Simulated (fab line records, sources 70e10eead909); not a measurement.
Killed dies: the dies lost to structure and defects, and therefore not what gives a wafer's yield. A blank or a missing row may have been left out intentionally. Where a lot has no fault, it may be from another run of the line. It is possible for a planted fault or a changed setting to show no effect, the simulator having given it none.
fab line records	flow nandHarc
[record] lots = 24	wafers = 72	lastDay = 33
route steps=1302 shown A_WL_FILL@977 A_CONTACT@983
lots that met no fault: taken from a fault-free run of the same line
startH: the number of hours between the record's first day and the start of the first shown wafer of the lot	waitH: hours since the lot's step before	" as in the row above	L1.1+2: a single row standing in for several wafers	- no value, or no start given	* or withheld: withheld	< > ~ a bound
route shown NAME@n: names a module that has steps shown in the file, with the first one's number in the route	usual: mean/standard deviation of fault-free wafers	same: alike in all rows	chamber/n: place in a boat	sites: per-site readings	_std_site: the values' standard deviation	_edge_site: outer sites' mean less inner sites'	radiusMm: for every site, how far away it sits from the centre of the wafer	mask NAME#n: copy n	behind: tool/chamber where the wafer was last shaped	hold: the reason the lot was held/the length of the hold in hours/how it ended	device: the transistor (n, p or np) that didn't switch	end of line: the tests these same wafers got at the end of their route	for a step that has no rows: nothing shown but its recipe	killed: not the wafer's yield, but the dies lost to structure and defects at the first sort	map: the dies of a wafer, with x for killed, . for not killed, _ for no die there
set.NAME: setting as actually run; set.NAME@STEP: the setting as run at that earlier step	model.NAME: the simulator's own value behind a step, which no gauge read
a sample of lots followed through the steps of the route, with each step as a table and each wafer as a row
services: when a tool's chamber went out of use (startH, in hours from the record's first day, below 0 if earlier), for how many hours, and the reason
[[steps]]
[step NHARC_A_WL_FILL_CMP_12]
[recipe] tOverpolishS = 30	targetThkNm = 100
[usual] motorCurrentA = 11.8/0.91	overpolishRunS = 30.000/0.008	timeToEndpointS = 20.4/2.4
lot.wafer	tool	chamber	startH	waitH	motorCurrentA	overpolishRunS	timeToEndpointS
L074.2	cmp-03	2	484.22	0.2	10.7	30.000	22.7
L074.1	"	0	"	"	11.4	29.995	21.6
L074.5	"	2	"	"	10.1	30.006	22.2
L075.3	cmp-02	1	498.91	0.1	12.9	29.996	22.5
L075.1	"	2	"	"	10.4	30.013	24.2
L075.6	"	0	"	"	11.3	30.011	21.6
L076.2	cmp-02	1	501.97	0.2	12.9	30.004	21.0
L076.4	"	2	"	"	10.9	29.987	19.3
L076.5	"	2	"	"	11.4	29.987	21.1
L077.1	cmp-02	0	504.90	0.2	10.3	29.982	22.9
L077.3	"	3	"	"	11.9	30.001	23.2
L077.5	"	0	"	"	11.0	29.986	23.3
L078.2	cmp-03	2	517.99	0.1	11.1	30.009	21.4
L078.1	"	0	"	"	11.3	29.994	21.4
L078.5	"	3	"	"	12.4	29.986	20.8
L080.1	cmp-03	0	536.30	0.2	12.3	30.002	22.1
L080.3	"	2	"	"	10.1	30.001	21.3
L080.5	"	1	"	"	12.9	30.017	21.7
L079.1	cmp-02	0	536.43	0.2	11.0	29.997	21.3
L079.2	"	2	"	"	11.1	30.010	22.7
L079.5	"	0	"	"	11.0	30.000	22.2
L081.3	cmp-01	1	552.42	0.1	10.4	30.007	19.6
L081.4	"	3	"	"	11.8	29.993	16.1
L081.6	"	2	"	"	13.7	29.996	14.9
L082.2	cmp-02	3	580.99	0.2	11.7	29.994	23.1
L082.4	"	2	"	"	10.9	29.983	20.3
L082.6	"	3	"	"	11.7	29.993	21.4
L085.2	cmp-02	0	594.65	0.2	10.8	30.005	18.1
L085.1	"	3	"	"	11.8	30.005	21.6
L085.6	"	1	"	"	12.9	30.002	19.9
L083.2	cmp-03	3	594.69	0.1	12.3	29.997	18.5
L083.3	"	0	"	"	12.0	29.992	16.6
L083.1	"	2	"	"	10.9	30.004	17.6
L086.1	cmp-02	2	597.86	0.2	10.9	29.998	23.0
L086.2	"	0	"	"	11.2	30.006	19.8
L086.5	"	1	"	"	12.5	29.999	23.2
L084.3	cmp-03	0	604.88	0.1	12.2	30.005	16.2
L084.2	"	1	"	"	12.5	30.004	15.8
L084.6	"	1	"	"	13.3	29.997	14.8
L087.4	cmp-02	2	604.97	0.2	10.3	30.006	23.0
L087.1	"	3	"	"	12.2	29.986	22.6
L087.6	"	0	"	"	11.5	29.995	21.8
L088.2	cmp-03	3	627.58	0.2	12.5	29.994	20.0
L088.3	"	1	"	"	13.5	30.001	19.4
L088.5	"	2	"	"	11.0	29.995	18.6
L091.1	cmp-01	3	643.26	0.2	12.8	30.003	19.0
L091.6	"	0	"	"	11.3	29.999	20.9
L091.5	"	1	"	"	11.7	30.008	22.5
L090.2	cmp-03	0	655.16	0.2	12.1	30.014	19.6
L090.3	"	1	"	"	13.1	30.003	18.4
L090.5	"	3	"	"	12.6	30.001	18.9
L089.2	cmp-01	2	655.27	0.3	13.1	30.009	20.6
L089.3	"	3	"	"	12.3	30.000	19.4
L089.5	"	2	"	"	12.3	30.006	17.7
L092.1	cmp-02	1	659.40	0.2	13.4	29.998	24.3
L092.6	"	0	"	"	12.0	30.005	17.8
L092.5	"	1	"	"	13.2	30.006	21.7
L093.1	cmp-02	1	675.35	0.2	12.8	29.989	20.4
L093.3	"	2	"	"	10.8	29.996	22.4
L093.2	"	3	"	"	11.6	30.001	19.9
L094.4	cmp-02	3	680.74	0.1	11.8	29.999	18.7
L094.2	"	2	"	"	10.5	29.998	21.7
L094.5	"	3	"	"	11.3	30.000	18.0
L096.1	cmp-03	1	702.46	0.1	13.6	30.004	22.5
L096.3	"	0	"	"	12.5	30.004	22.2
L096.6	"	1	"	"	13.0	30.005	22.1
L095.4	cmp-01	1	702.51	0.1	11.4	30.015	16.7
L095.3	"	2	"	"	13.3	29.999	15.2
L095.6	"	0	"	"	11.4	29.991	16.2
L097.2	cmp-03	0	715.26	0.2	11.7	29.991	19.2
L097.1	"	1	"	"	12.3	29.987	17.9
L097.6	"	0	"	"	11.9	29.979	18.3
[step NHARC_A_CONTACT_DEP_24]
[recipe] targetThkA = 5000	tempC = 400	pressureTorr = 6.5	rfW = 900	teosFlowSccm = 161.4	flowSccm = 2650	targetThkNm = 500	gas = O2	material = SiO2
[usual] chamberPressureTorr = 6.499/0.014	heaterPowerOuterW = 327/69	heaterPowerW = 609/110	throttleValvePct = 16.2/0.53
lot.wafer	tool	chamber	startH	waitH	chamberPressureTorr	heaterPowerOuterW	heaterPowerW	throttleValvePct
L074.1	pecvd-01	0	484.75	0.1	6.512	353	674	17.0
L074.2	"	2	"	"	6.503	316	532	16.5
L074.5	"	0	"	"	6.510	369	722	17.0
L075.1	pecvd-04	1	499.42	0.1	6.481	281	584	16.3
L075.3	"	2	"	"	6.492	319	555	15.2
L075.6	"	1	"	"	6.480	179	448	16.3
L076.2	pecvd-04	2	502.63	0.2	6.496	357	600	15.5
L076.5	"	0	"	"	6.518	358	644	16.0
L076.4	"	2	"	"	6.508	372	653	15.3
L077.3	pecvd-04	2	505.45	0.1	6.496	276	531	15.2
L077.1	"	1	"	"	6.505	282	577	16.1
L077.5	"	1	"	"	6.520	183	448	16.0
L078.1	pecvd-01	2	518.54	0.1	6.489	249	447	16.3
L078.2	"	1	"	"	6.505	459	807	16.8
L078.5	"	1	"	"	6.485	460	823	16.9
L080.3	pecvd-04	1	536.90	0.1	6.496	196	468	16.1
L080.1	"	2	"	"	6.498	370	627	15.4
L080.5	"	2	"	"	6.496	384	646	15.3
L079.1	pecvd-01	1	536.96	0.1	6.496	476	812	17.0
L079.2	"	2	"	"	6.467	298	518	16.2
L079.5	"	0	"	"	6.519	326	626	16.1
L081.3	pecvd-04	2	553.10	0.2	6.462	307	550	15.6
L081.4	"	1	"	"	6.475	247	540	16.1
L081.6	"	2	"	"	6.501	345	587	15.2
L082.2	pecvd-04	2	581.56	0.1	6.481	305	548	15.2
L082.6	"	2	"	"	6.471	336	596	15.5
L082.4	"	0	"	"	6.496	326	609	16.0
L085.2	pecvd-01	0	595.18	0.1	6.517	355	670	16.3
L085.1	"	1	"	"	6.512	400	718	17.2
L085.6	"	1	"	"	6.497	424	763	16.8
L083.3	pecvd-04	1	595.25	0.1	6.485	262	557	16.5
L083.1	"	2	"	"	6.503	332	585	15.4
L083.2	"	0	"	"	6.506	335	631	16.2
L086.1	pecvd-04	1	598.39	0.1	6.460	200	487	16.4
L086.2	"	0	"	"	6.503	354	640	16.2
L086.5	"	0	"	"	6.486	359	669	16.1
L084.3	pecvd-04	1	605.48	0.1	6.513	275	580	16.6
L084.2	"	2	"	"	6.509	297	532	15.4
L084.6	"	0	"	"	6.497	315	606	16.4
L087.1	pecvd-01	0	605.60	0.2	6.506	336	658	16.2
L087.4	"	2	"	"	6.518	250	431	16.3
L087.6	"	0	"	"	6.500	350	679	16.4
L088.3	pecvd-01	1	628.11	0.1	6.509	485	817	17.2
L088.2	"	0	"	"	6.494	351	674	16.2
L088.5	"	2	"	"	6.498	239	429	16.3
L091.1	pecvd-01	1	643.82	0.2	6.506	390	713	17.2
L091.6	"	1	"	"	6.493	422	746	17.1
L091.5	"	0	"	"	6.480	377	714	16.0
L090.2	pecvd-01	0	655.64	0.1	6.504	343	660	16.5
L090.3	"	2	"	"	6.491	278	478	16.5
L090.5	"	0	"	"	6.510	357	679	16.7
L089.2	pecvd-02	2	655.86	0.1	6.505	276	477	15.9
L089.3	"	0	"	"	6.500	287	581	16.2
L089.5	"	0	"	"	6.520	297	618	16.1
L092.1	pecvd-01	0	659.97	0.1	6.511	267	554	16.3
L092.6	"	2	"	"	6.522	293	490	16.0
L092.5	"	1	"	"	6.506	414	726	17.0
L093.2	pecvd-04	1	675.86	0.1	6.498	210	466	16.8
L093.3	"	2	"	"	6.492	315	555	15.1
L093.1	"	0	"	"	6.484	363	663	15.8
L094.2	pecvd-02	0	681.28	0.1	6.493	218	493	16.3
L094.4	"	0	"	"	6.519	246	528	15.7
L094.5	"	0	"	"	6.525	265	556	16.1
L095.3	pecvd-04	2	702.99	0.1	6.502	288	503	15.1
L095.6	"	0	"	"	6.522	329	629	15.7
L095.4	"	1	"	"	6.488	242	519	17.0
L096.1	pecvd-01	1	703.09	0.2	6.503	478	861	16.8
L096.3	"	0	"	"	6.484	399	750	16.5
L096.6	"	0	"	"	6.480	276	580	16.6
L097.2	pecvd-01	1	715.88	0.1	6.499	492	870	16.8
L097.1	"	2	"	"	6.515	354	551	16.0
L097.6	"	1	"	"	6.492	359	661	16.7
[step NHARC_A_CONTACT_DEP_28]
[recipe] targetThkA = 70000	tempC = 400	material = aC
[usual] throttleValvePct = 34.999/0.0087
lot.wafer	tool	chamber	startH	waitH	throttleValvePct
L074.1	aclDep-02	0	488.02	2.7	35.015
L074.2	"	0	"	"	35.002
L074.5	"	0	490.86	5.5	34.999
L075.1	aclDep-01	0	504.77	4.8	34.995
L075.3	"	0	506.19	6.2	35.000
L075.6	"	0	508.33	8.4	35.002
L076.2	aclDep-02	0	506.72	3.7	35.009
L076.4	"	0	508.14	5.1	34.988
L076.5	"	0	"	"	34.982
L077.1	aclDep-03	0	509.41	3.4	34.996
L077.3	"	0	510.81	4.8	34.979
L077.5	"	0	512.21	6.2	35.016
L078.1	aclDep-02	0	519.56	0.5	35.001
L078.2	"	0	"	"	35.004
L078.5	"	0	522.37	3.3	35.010
L080.1	aclDep-03	0	537.71	0.3	34.997
L080.3	"	0	539.14	1.8	35.010
L080.5	"	0	540.57	3.2	35.000
L079.1	aclDep-02	0	538.15	0.6	34.994
L079.2	"	0	"	"	35.009
L079.5	"	0	541.01	3.5	34.998
L081.3	aclDep-02	0	555.00	1.5	34.980
L081.4	"	0	"	"	34.986
L081.6	"	0	557.13	3.6	35.000
L082.2	aclDep-02	0	582.87	0.8	35.004
L082.4	"	0	584.28	2.2	35.001
L082.6	"	0	585.70	3.6	34.998
L085.1	aclDep-01	0	596.40	0.7	35.007
L085.2	"	0	"	"	35.013
L085.6	"	0	599.86	4.1	34.998
L083.1	aclDep-02	0	596.51	0.7	34.996
L083.2	"	0	"	"	35.000
L083.3	"	0	"	"	34.993
L086.1	aclDep-03	0	599.62	0.7	34.998
L086.2	"	0	"	"	34.995
L086.5	"	0	602.39	3.5	35.010
L084.2	aclDep-03	0	608.13	2.1	34.994
L084.3	"	0	"	"	34.989
L084.6	"	0	610.99	5.0	34.996
L087.1	aclDep-01	0	608.90	2.9	34.999
L087.4	"	0	610.99	5.0	34.990
L087.6	"	0	612.38	6.4	34.994
L088.2	aclDep-01	0	633.73	5.1	35.009
L088.3	"	0	"	"	34.983
L088.5	"	0	635.86	7.2	35.000
L091.1	aclDep-03	0	646.31	1.9	35.016
L091.5	"	0	649.14	4.8	35.001
L091.6	"	0	"	"	35.000
L090.2	aclDep-01	0	656.96	0.8	35.006
L090.3	"	0	"	"	34.995
L090.5	"	0	659.09	2.9	35.006
L089.2	aclDep-02	0	657.12	0.8	35.001
L089.3	"	0	"	"	35.002
L089.5	"	0	659.29	2.9	34.998
L092.1	aclDep-02	0	660.73	0.3	34.995
L092.5	"	0	663.63	3.2	35.005
L092.6	"	0	"	"	35.008
L093.1	aclDep-02	0	678.91	2.5	35.002
L093.2	"	0	"	"	34.995
L093.3	"	0	"	"	34.996
L094.2	aclDep-03	0	684.03	2.0	34.995
L094.4	"	0	685.44	3.4	35.002
L094.5	"	0	"	"	35.004
L096.1	aclDep-03	0	703.79	0.1	35.013
L096.3	"	0	705.23	1.5	35.005
L096.6	"	0	707.37	3.6	35.010
L095.3	aclDep-01	0	705.02	1.5	35.008
L095.4	"	0	"	"	34.993
L095.6	"	0	707.15	3.6	34.990
L097.1	aclDep-03	0	716.42	0.1	34.991
L097.2	"	0	"	"	34.997
L097.6	"	0	719.93	3.6	34.992
[step NHARC_A_CONTACT_DESCUM_47]
[recipe] timeS = 3	o2FlowSccm = 200	arFlowSccm = 0	biasPowerW = 0	chemistry = O2
[usual] drypumpMotorCurrentA = 5.7/0.42	oesProductAu = 0.995/0.0083	rfVppV = 57.8/0.92	showerheadPlenumPTorr = 1.90/0.092	throttleValvePct = 11.311/0.0087
lot.wafer	tool	chamber	startH	waitH	drypumpMotorCurrentA	oesProductAu	rfHoursCounterH	rfVppV	showerheadPlenumPTorr	throttleValvePct
L074.2	rieDiel-10	0	493.20	0.1	5.2	0.983	25	58.4	1.86	11.318
L074.1	"	2	"	"	5.1	0.991	27	58.1	1.91	11.308
L074.5	"	0	"	"	5.2	0.997	-	56.5	1.86	11.303
L075.3	rieDiel-10	2	509.99	0.1	5.1	0.997	29	56.7	1.91	11.325
L075.1	"	3	"	"	5.5	0.994	32	59.1	2.07	11.325
L075.6	"	1	"	"	6.0	1.009	-	56.6	1.78	11.307
L076.2	rieDiel-03	1	511.09	0.1	6.3	0.982	6	56.3	1.78	11.302
L076.4	"	2	"	"	5.7	1.000	13	57.1	2.07	11.328
L076.5	"	3	"	"	5.6	0.994	-	58.7	1.90	11.320
L077.1	rieDiel-02	0	514.55	0.1	5.8	1.006	16	57.4	1.80	11.328
L077.3	"	1	"	"	6.2	0.998	16	59.0	2.01	11.301
L077.5	"	3	"	"	6.1	0.998	-	58.0	1.86	11.318
L078.1	rieDiel-02	2	524.71	0.1	5.1	0.993	20	59.9	1.90	11.314
L078.2	"	3	"	"	6.1	0.998	21	57.3	1.85	11.316
L078.5	"	2	"	"	5.1	0.993	-	57.6	1.90	11.296
L080.3	rieDiel-02	1	542.93	0.1	6.2	0.997	22	58.4	2.01	11.325
L080.1	"	3	"	"	6.1	0.999	24	57.7	1.85	11.304
L080.5	"	1	"	"	6.2	0.989	-	58.0	2.01	11.310
L079.1	rieDiel-03	1	543.26	0.1	6.3	0.986	18	58.0	1.78	11.305
L079.2	"	2	"	"	5.6	0.987	27	57.3	2.07	11.303
L079.5	"	0	"	"	5.5	0.996	-	57.9	2.01	11.301
L081.4	rieDiel-03	2	558.85	0.1	5.6	0.997	33	59.1	2.07	11.305
L081.3	"	1	"	"	6.3	0.994	24	56.2	1.78	11.305
L081.6	"	3	"	"	5.6	0.992	-	58.6	1.90	11.311
L082.4	rieDiel-02	0	587.23	0.1	5.8	0.993	1	56.7	1.79	11.297
L082.2	"	1	"	"	6.3	0.980	1	58.5	2.01	11.313
L082.6	"	0	"	"	5.8	0.986	-	57.1	1.79	11.297
L085.2	rieDiel-02	3	601.51	0.1	6.1	0.985	3	58.2	1.85	11.312
L085.1	"	0	"	"	5.8	0.993	3	57.6	1.79	11.312
L085.6	"	3	"	"	6.1	0.986	-	57.0	1.85	11.326
L083.1	rieDiel-02	1	601.96	0.3	6.2	0.983	3	58.3	2.01	11.301
L083.2	"	3	"	"	6.1	0.993	4	57.5	1.85	11.294
L083.3	"	0	"	"	5.8	0.992	3	58.9	1.79	11.322
L086.1	rieDiel-02	1	604.71	0.2	6.3	0.993	5	59.1	2.01	11.319
L086.2	"	2	"	"	5.1	0.997	6	57.9	1.90	11.309
L086.5	"	2	"	"	5.1	0.993	-	56.6	1.90	11.301
L084.3	rieDiel-02	2	612.63	0.1	5.1	0.997	7	57.3	1.90	11.315
L084.2	"	0	"	"	5.8	1.001	6	57.1	1.79	11.308
L084.6	"	2	"	"	5.1	0.991	-	57.0	1.90	11.318
L087.1	rieDiel-03	2	613.89	0.1	5.7	1.003	46	59.4	2.06	11.314
L087.4	"	3	"	"	5.6	0.996	56	57.5	1.89	11.326
L087.6	"	2	"	"	5.7	1.001	-	58.3	2.06	11.311
L088.2	rieDiel-02	2	638.10	0.1	5.1	0.995	13	58.3	1.90	11.310
L088.3	"	3	"	"	6.1	0.987	11	58.2	1.85	11.309
L088.5	"	1	"	"	6.2	0.995	-	58.5	2.01	11.306
L091.1	rieDiel-02	3	651.60	0.1	6.1	0.995	12	58.6	1.85	11.316
L091.6	"	3	"	"	6.1	0.998	-	57.8	1.85	11.314
L091.5	"	0	"	"	5.8	1.001	-	59.2	1.79	11.292
L090.2	rieDiel-02	0	661.45	0.1	5.8	1.001	16	56.7	1.79	11.314
L090.3	"	1	"	"	6.3	0.989	13	57.9	2.01	11.321
L090.5	"	0	"	"	5.8	1.007	-	58.3	1.79	11.304
L089.3	rieDiel-10	0	661.66	0.1	5.2	1.001	15	56.0	1.84	11.315
L089.2	"	3	"	"	5.5	1.011	14	58.3	2.05	11.320
L089.5	"	0	"	"	5.2	1.013	-	56.4	1.84	11.304
L092.1	rieDiel-02	0	666.30	0.1	5.8	0.991	18	57.2	1.79	11.326
L092.6	"	1	"	"	6.2	0.998	-	58.0	2.01	11.302
L092.5	"	2	"	"	5.1	0.986	-	58.0	1.90	11.303
L093.3	rieDiel-10	3	684.05	0.1	5.5	1.010	22	59.3	2.05	11.321
L093.2	"	0	"	"	5.2	1.015	24	58.6	1.84	11.310
L093.1	"	1	"	"	6.0	1.006	30	58.0	1.77	11.314
L094.4	rieDiel-02	0	688.50	0.1	5.8	1.002	21	56.5	1.79	11.316
L094.2	"	1	"	"	6.2	1.000	19	60.2	2.00	11.322
L094.5	"	0	"	"	5.8	0.996	-	56.7	1.79	11.322
L095.4	rieDiel-03	2	708.79	0.1	5.7	0.993	20	59.6	2.05	11.318
L095.3	"	1	"	"	6.3	0.992	18	58.2	2.07	11.314
L095.6	"	3	"	"	5.6	0.999	-	57.5	1.88	11.313
L096.3	rieDiel-02	0	709.04	0.1	5.8	0.989	25	57.6	1.79	11.307
L096.1	"	3	"	"	6.1	0.987	23	57.2	1.85	11.308
L096.6	"	1	"	"	6.2	0.988	-	59.6	2.00	11.307
L097.1	rieDiel-02	3	721.45	0.1	6.1	0.989	25	55.7	1.84	11.306
L097.2	"	1	"	"	6.3	0.991	26	58.3	2.00	11.321
L097.6	"	2	"	"	5.1	0.988	-	58.5	1.89	11.327
[step NHARC_A_CONTACT_ETCH_116]
[recipe] sourceW = withheld	pressureMtorr = 20	biasV = 3000	timeS = 190	targetDepthA = 18500	arFlowSccm = withheld	c4f8FlowSccm = withheld	o2FlowSccm = withheld	chemistry = C4F8/O2/Ar
lot.wafer	tool	chamber	startH	waitH	rfHoursCounterH
L074.1	harCapEtch-01	1	495.90	0.1	126
L074.2	"	0	"	"	126
L074.5	"	1	"	"	-
L075.1	harCapEtch-03	1	512.99	0.1	44
L075.3	"	1	"	"	-
L075.6	"	1	"	"	-
L076.2	harCapEtch-02	0	513.91	0.1	87
L076.4	"	0	"	"	-
L076.5	"	0	"	"	-
L077.1	harCapEtch-03	0	517.28	0.1	46
L077.3	"	1	"	"	-
L077.5	"	0	"	"	-
L078.2	harCapEtch-03	0	527.98	0.1	49
L078.1	"	1	"	"	49
L078.5	"	0	"	"	-
L080.1	harCapEtch-01	0	545.63	0.1	7
L080.3	"	1	"	"	-
L080.5	"	1	"	"	-
L079.2	harCapEtch-03	1	546.08	0.1	52
L079.1	"	0	"	"	52
L079.5	"	0	"	"	-
L081.4	harCapEtch-03	0	561.61	0.1	-
L081.3	"	1	"	"	-
L081.6	"	0	"	"	-
L082.2	harCapEtch-01	0	589.94	0.1	12
L082.4	"	1	"	"	-
L082.6	"	0	"	"	-
L085.1	harCapEtch-02	1	604.23	0.1	101
L085.2	"	0	"	"	101
L085.6	"	0	"	"	-
L083.1	harCapEtch-01	1	605.54	0.1	15
L083.2	"	0	"	"	15
L083.3	"	1	"	"	-
L086.1	harCapEtch-03	0	607.42	0.1	60
L086.2	"	1	"	"	60
L086.5	"	0	"	"	-
L084.2	harCapEtch-01	1	615.37	0.1	17
L084.3	"	1	"	"	-
L084.6	"	0	"	"	-
L087.1	harCapEtch-03	1	616.62	0.1	63
L087.4	"	0	"	"	-
L087.6	"	0	"	"	-
L088.2	harCapEtch-01	1	641.02	0.1	24
L088.3	"	1	"	"	-
L088.5	"	0	"	"	-
L091.1	harCapEtch-02	1	655.07	0.1	111
L091.5	"	0	"	"	-
L091.6	"	1	"	"	-
L090.2	harCapEtch-03	1	664.15	0.1	71
L090.3	"	0	"	"	-
L090.5	"	0	"	"	-
L089.2	harCapEtch-02	1	664.68	0.2	113
L089.3	"	0	"	"	-
L089.5	"	1	"	"	-
L092.1	harCapEtch-03	0	668.98	0.1	73
L092.6	"	0	"	"	-
L092.5	"	1	"	"	-
L093.2	harCapEtch-03	0	686.75	0.1	77
L093.1	"	1	"	"	77
L093.3	"	0	"	"	-
L094.2	harCapEtch-02	0	691.19	0.1	119
L094.4	"	0	"	"	-
L094.5	"	0	"	"	-
L095.4	harCapEtch-02	0	711.59	0.1	-
L095.3	"	1	"	"	-
L095.6	"	1	"	"	-
L096.1	harCapEtch-03	1	711.77	0.1	82
L096.3	"	1	"	"	-
L096.6	"	0	"	"	-
L097.2	harCapEtch-03	1	724.15	0.1	85
L097.1	"	0	"	"	85
L097.6	"	0	"	"	-
[step NHARC_A_CONTACT_ETCH_102]
[recipe] targetDepthA = 1000	overetchA = 100	timeS = 55	ionEnergyEv = 100	cf4FlowSccm = 80	o2FlowSccm = 20	arFlowSccm = 0	rfW = 300	biasW = 100	chemistry = CF4/O2
[usual] drypumpMotorCurrentA = 5.7/0.41	oesProductAu = 0.997/0.0096	rfVppV = 197.8/1.5	showerheadPlenumPTorr = 1.34/0.069	throttleValvePct = 13.399/0.0082
lot.wafer	tool	chamber	startH	waitH	drypumpMotorCurrentA	oesProductAu	rfHoursCounterH	rfVppV	showerheadPlenumPTorr	throttleValvePct
L074.2	rieDiel-02	0	498.59	0.1	5.8	1.011	15	196.2	1.26	13.400
L074.1	"	1	"	"	6.2	1.000	14	199.1	1.40	13.386
L074.5	"	3	"	"	6.1	1.003	-	197.2	1.30	13.406
L075.1	rieDiel-10	0	515.66	0.1	5.2	1.005	31	196.9	1.29	13.406
L075.3	"	1	"	"	6.0	1.010	28	195.1	1.25	13.392
L075.6	"	0	"	"	5.2	1.003	-	197.2	1.30	13.407
L076.2	rieDiel-10	0	516.63	0.1	5.2	1.006	31	196.1	1.29	13.405
L076.4	"	3	"	"	5.5	1.008	34	199.6	1.44	13.400
L076.5	"	0	"	"	5.2	1.006	-	196.7	1.29	13.410
L077.3	rieDiel-03	3	519.94	0.1	5.6	1.001	19	197.5	1.33	13.388
L077.1	"	0	"	"	5.5	1.000	18	199.1	1.40	13.398
L077.5	"	3	"	"	5.6	1.002	-	197.7	1.33	13.398
L078.1	rieDiel-10	0	530.72	0.1	5.2	1.003	37	196.9	1.29	13.398
L078.2	"	1	"	"	6.0	0.994	33	194.7	1.25	13.410
L078.5	"	2	"	"	5.1	0.985	-	198.1	1.33	13.392
L080.3	rieDiel-10	2	548.38	0.1	5.1	0.985	45	196.7	1.33	13.406
L080.1	"	3	"	"	5.5	0.986	49	198.0	1.44	13.407
L080.5	"	1	"	"	6.0	0.989	-	196.6	1.24	13.404
L079.2	rieDiel-03	0	548.76	0.1	5.5	1.009	32	198.4	1.40	13.412
L079.1	"	1	"	"	6.4	0.983	21	194.8	1.24	13.411
L079.5	"	2	"	"	5.6	1.004	-	201.1	1.44	13.419
L081.3	rieDiel-02	2	564.46	0.1	5.1	0.995	27	199.7	1.33	13.398
L081.4	"	0	"	"	5.8	1.008	26	195.2	1.25	13.389
L081.6	"	2	"	"	5.1	0.999	-	196.4	1.33	13.395
L082.2	rieDiel-02	2	592.60	0.1	5.1	0.996	2	196.7	1.33	13.389
L082.4	"	1	"	"	6.2	0.982	2	199.1	1.40	13.388
L082.6	"	3	"	"	6.1	0.995	-	196.1	1.29	13.416
L085.1	rieDiel-02	3	606.92	0.1	6.1	0.989	7	197.9	1.29	13.397
L085.2	"	0	"	"	5.8	1.000	5	196.3	1.25	13.409
L085.6	"	2	"	"	5.1	0.992	-	198.2	1.33	13.401
L083.1	rieDiel-10	1	608.35	0.1	6.0	0.990	1	195.1	1.24	13.396
L083.2	"	2	"	"	5.1	0.992	1	196.4	1.32	13.400
L083.3	"	3	"	"	5.5	1.006	1	199.0	1.43	13.416
L086.1	rieDiel-03	3	610.14	0.1	5.6	0.998	56	196.9	1.32	13.403
L086.2	"	0	"	"	5.5	1.008	52	198.2	1.39	13.396
L086.5	"	0	"	"	5.5	1.013	-	199.1	1.39	13.409
L084.2	rieDiel-10	2	618.06	0.1	5.1	0.993	3	195.7	1.32	13.399
L084.3	"	1	"	"	6.0	1.009	3	195.4	1.24	13.415
L084.6	"	1	"	"	6.0	0.995	-	196.3	1.24	13.407
L087.1	rieDiel-10	2	619.32	0.1	5.1	1.000	3	198.8	1.32	13.398
L087.4	"	3	"	"	5.5	1.008	-	199.3	1.43	13.400
L087.6	"	2	"	"	5.1	0.999	-	196.4	1.32	13.398
L088.3	rieDiel-10	1	643.71	0.1	6.0	0.998	13	195.8	1.24	13.396
L088.2	"	2	"	"	5.1	0.993	14	197.0	1.32	13.384
L088.5	"	2	"	"	5.1	0.992	-	196.9	1.32	13.409
L091.1	rieDiel-10	2	657.79	0.1	5.1	0.991	21	197.6	1.32	13.404
L091.5	"	1	"	"	6.0	1.003	-	195.5	1.24	13.389
L091.6	"	2	"	"	5.1	0.984	-	198.2	1.32	13.394
L090.2	rieDiel-03	2	666.83	0.1	5.7	0.982	6	199.5	1.43	13.397
L090.3	"	3	"	"	5.6	0.985	6	196.7	1.32	13.408
L090.5	"	3	"	"	5.6	0.977	-	197.2	1.32	13.391
L089.3	rieDiel-03	2	667.92	0.1	5.7	0.989	6	200.4	1.43	13.394
L089.2	"	3	"	"	5.6	0.995	6	197.9	1.32	13.394
L089.5	"	1	"	"	6.3	0.983	-	200.6	1.44	13.401
L092.1	rieDiel-02	3	671.68	0.1	6.1	0.990	18	197.1	1.29	13.399
L092.6	"	0	"	"	5.8	1.004	-	196.8	1.25	13.400
L092.5	"	1	"	"	6.2	0.997	-	198.4	1.40	13.378
L093.1	rieDiel-03	1	689.47	0.1	6.3	0.982	11	201.4	1.44	13.391
L093.2	"	2	"	"	5.7	0.984	13	199.7	1.43	13.395
L093.3	"	0	"	"	5.5	1.005	11	198.8	1.39	13.393
L094.2	rieDiel-02	3	693.88	0.1	6.1	0.987	21	196.8	1.29	13.398
L094.4	"	0	"	"	5.8	1.007	22	197.9	1.25	13.399
L094.5	"	3	"	"	6.1	0.989	-	197.2	1.29	13.395
L095.3	rieDiel-03	2	714.25	0.0	5.7	1.005	22	197.6	1.43	13.400
L095.4	"	0	"	"	5.5	1.009	21	198.6	1.39	13.398
L095.6	"	3	"	"	5.6	1.000	-	197.0	1.31	13.399
L096.1	rieDiel-02	1	714.53	0.1	6.2	0.989	25	199.2	1.40	13.399
L096.3	"	3	"	"	6.1	0.984	24	196.5	1.29	13.382
L096.6	"	0	"	"	5.8	1.001	-	196.8	1.25	13.392
L097.2	rieDiel-10	3	726.85	0.1	5.5	1.010	37	199.4	1.42	13.390
L097.1	"	0	"	"	5.2	1.007	39	196.6	1.28	13.391
L097.6	"	2	"	"	5.1	0.988	-	198.8	1.31	13.393
[[services]]
tool	chamber	startH	hours	kind
harCapEtch-03	-	462.78	1.1	repair
pecvd-04	-	464.47	0.2	repair
rieDiel-03	2	465.57	7.3	repair
cmp-02	-	479.81	2.8	repair
pecvd-01	-	488.48	5.4	repair
cmp-02	-	502.62	0.6	repair
cmp-02	-	527.10	4.0	pm
rieDiel-03	3	555.71	3.1	repair
rieDiel-02	-	570.71	9.0	pm
rieDiel-03	2	586.42	7.1	repair
rieDiel-10	-	596.94	9.0	pm
rieDiel-03	2	603.27	6.9	repair
rieDiel-02	1	619.88	12.7	repair
rieDiel-02	3	624.78	5.7	repair
cmp-02	-	625.10	4.0	pm
pecvd-04	-	631.37	13.0	pm
rieDiel-03	-	635.33	9.0	pm
pecvd-01	-	674.85	13.0	pm
cmp-02	-	678.50	1.1	repair
cmp-02	-	682.49	0.5	repair
pecvd-01	2	689.93	17.6	repair
rieDiel-02	-	705.77	0.6	repair
cmp-02	-	706.19	11.5	repair
rieDiel-02	2	711.16	6.5	repair
[[key]]
fault none
